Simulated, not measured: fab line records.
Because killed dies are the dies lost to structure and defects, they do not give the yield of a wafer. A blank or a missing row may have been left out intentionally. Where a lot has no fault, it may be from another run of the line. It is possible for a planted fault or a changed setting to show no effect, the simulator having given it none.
A lot that was struck, set against a sound lot    flow nand harc    32 out of 1159 route steps
Sound: the wafers L911.1, L911.3, L911.5. Struck: wafers L917.2, L917.4. (L917.5 of the same lot was not struck and is left out.) The cause comes at the end.
At each step with rows: each side's tool, then ch and its chambers, then its first start. Under that, the readings that differ: sound wafers    struck wafers    difference of the means    sigmas: that difference in standard deviations of wafers without a fault.
alike: readings whose means differ by less than 2 such deviations, and words and numbers that are the same on both sides. not compared: withheld readings, readings that some wafer has no value for, bounds like >300 that may hide the same value, and numbers for which the record gives no deviation and whose values overlap.
The two part at a step that has a row with sigmas, a row that says differs or no value, or rows on one side only. Non-overlapping numbers with no deviation appear without sigmas and do not part them. A reading missing from all wafers of one side parts the sides only when that side holds two or more wafers.

first, 5 steps without rows for these wafers: NHARC_A_ONON_D1_DEP_22 (target thk 1000 nm); NHARC_A_ONON_D1_DEP_25 (target thk 1000 nm); NHARC_A_ONON_D1_DEP_28 (target thk 1000 nm); NHARC_A_ONON_D1_DEP_33 (deposits SiO2, target thk 200 nm); NHARC_A_CHANNEL_HOLE_D1_DEP_00 (deposits aC, target thk 3100 nm).
NHARC_A_CHANNEL_HOLE_D1_DEP_01: deposits SiON, target thk 140 nm.
  sound on pecvd-04 ch 1,2, day 11 07:49; struck on pecvd-04 ch 0, day 12 05:46
  alike: heater power w
then, 25 steps without rows for these wafers: NHARC_A_CHANNEL_HOLE_D1_DEHYDRATE_02 (time 120 s); NHARC_A_CHANNEL_HOLE_D1_HMDS_03 (time 30 s); NHARC_A_CHANNEL_HOLE_D1_COAT_36 (time 75 s); NHARC_A_CHANNEL_HOLE_D1_COAT_37 (time 65 s); NHARC_A_CHANNEL_HOLE_D1_COAT_04 (resist thk 90 nm); NHARC_A_CHANNEL_HOLE_D1_SOFTBAKE_05 (time 55 s); NHARC_A_CHANNEL_HOLE_D1_EBR_06; NHARC_A_CHANNEL_HOLE_D1_EXPOSE_07 (exposes mask HOLE D1, target cd 100 nm); NHARC_A_CHANNEL_HOLE_D1_PEB_08 (peb time 65 s); NHARC_A_CHANNEL_HOLE_D1_DEVELOP_09 (develop time 35 s); NHARC_A_CHANNEL_HOLE_D1_DESCUM_15 (chemistry O2, time 3 s); NHARC_A_CHANNEL_HOLE_D1_ETCH_38 (etches the open film in CF4, target depth 39 nm, time 65 s); NHARC_A_CHANNEL_HOLE_D1_ETCH_39 (etches the open film in N2/H2, target depth 260 nm, time 325 s); NHARC_A_CHANNEL_HOLE_D1_ETCH_34 (etches the open film in CF4/CHF3, target depth 154 nm, time 77 s); NHARC_A_CHANNEL_HOLE_D1_ETCH_16 (etches the open film in O2/COS, target depth 3100 nm, time 806 s); NHARC_A_CHANNEL_HOLE_D1_ETCH_19 (etches the open film in C4F8/O2/Ar, time 34.5 s); NHARC_A_CHANNEL_HOLE_D1_ETCH_20 (etches the open film in C4F8/O2/Ar, time 361.9 s, target depth 1600 nm); NHARC_A_CHANNEL_HOLE_D1_ETCH_21 (etches the open film in C4F8/O2/Ar, time 514.3 s, target depth 1600 nm); NHARC_A_CHANNEL_HOLE_D1_ETCH_22 (etches the open film in C4F8/O2/Ar, time 666.7 s, target depth 1600 nm); NHARC_A_CHANNEL_HOLE_D1_ETCH_23 (etches the open film in C4F8/O2/Ar, time 819 s, target depth 1600 nm); NHARC_A_CHANNEL_HOLE_D1_ETCH_24 (etches the open film in C4F8/O2/Ar, time 906.2 s, target depth 1500 nm); NHARC_A_CHANNEL_HOLE_D1_ETCH_25 (etches the open film in C4F8/O2/Ar, time 1040.2 s, target depth 1500 nm); NHARC_A_CHANNEL_HOLE_D1_ETCH_26 (etches the open film in C4F8/O2/Ar, time 224.1 s, target depth 300 nm); NHARC_A_CHANNEL_HOLE_D1_ETCH_33 (etches the open film in C4F8/O2/Ar, time 90 s, target depth 400 nm); NHARC_A_CHANNEL_HOLE_D1_STRIP_41 (strips in N2/H2).
-- break in the record here, with 11 days between the starts of the struck wafers on either side (left off in module A_CHANNEL_HOLE_D1, picked up again in module END, where the first step shown is number 1159 on the route) --
NHARC_END_SORT_01:
  here the record holds rows for the struck wafers (prober-02 ch 0, day 23 06:34) but none for the sound ones

WHERE THEY PART
Only at NHARC_END_SORT_01, as far as this record shows.

WHY: whatever the simulator had introduced
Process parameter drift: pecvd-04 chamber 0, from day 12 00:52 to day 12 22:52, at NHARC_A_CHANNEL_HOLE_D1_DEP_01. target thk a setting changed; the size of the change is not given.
